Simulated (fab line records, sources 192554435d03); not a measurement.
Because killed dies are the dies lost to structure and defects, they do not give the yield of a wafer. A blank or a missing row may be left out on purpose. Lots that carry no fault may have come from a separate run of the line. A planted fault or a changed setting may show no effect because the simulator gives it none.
Matching of chambers    flow n5Finfet    N5_WELL_APT_DESCUM_13 on rieDiel-02 has 4 sister chambers
The step chemistry O2, time 7.9 s. 8 wafers are shown with their chamber, then 12 later ones without.

EACH WAFER AND ITS CHAMBER
wafer   chamber  showerheadPlenumPTorr (Torr)  drypumpMotorCurrentA (A)
L085.6  2        2.07                          5.37
L086.6  3        2.10                          5.39
L087.2  2        2.07                          5.37
L087.3  1        1.94                          5.67
L087.5  0        2.02                          5.82
L088.2  1        1.94                          5.68
L088.4  0        2.02                          5.81
L088.6  3        2.09                          5.40

WAFERS WITH NO CHAMBER GIVEN
wafer   showerheadPlenumPTorr (Torr)  drypumpMotorCurrentA (A)
L089.1  2.02                          5.81
L089.2  2.09                          5.35
L089.3  1.94                          5.66
L090.1  2.02                          5.82
L090.2  2.07                          5.37
L090.3  1.94                          5.68
L092.3  2.06                          5.35
L092.4  1.94                          5.67
L092.5  2.02                          5.78
L097.3  1.94                          5.68
L097.5  2.09                          5.35
L097.6  2.02                          5.85

CHAMBER TAKEN BY EACH
wafer   from the rows above      in truth
L089.1  0                        0
L089.2  can't be placed: 2 or 3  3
L089.3  1                        1
L090.1  0                        0
L090.2  2                        2
L090.3  1                        1
L092.3  2                        2
L092.4  1                        1
L092.5  0                        0
L097.3  1                        1
L097.5  can't be placed: 2 or 3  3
L097.6  0                        0
Correct placement for 10 of the 12. Unplaceable from these rows: 2, with the true chamber sitting among the candidates in 2. Wrongly placed: 0.
How it was worked out, from the rows above alone: a wafer's distance from a chamber is the root of the sum, over the readings, of the square of ((its reading less the chamber's mean) divided by the reading's scatter). The wafer belongs to the nearest chamber; if the next one is less than 2 further off, it can't be placed. A chamber's mean is the mean of its shown wafers. The scatter is the square root of a quotient: the sum, over the shown wafers, of each reading's squared deviation from its chamber's mean, divided by wafers minus chambers.
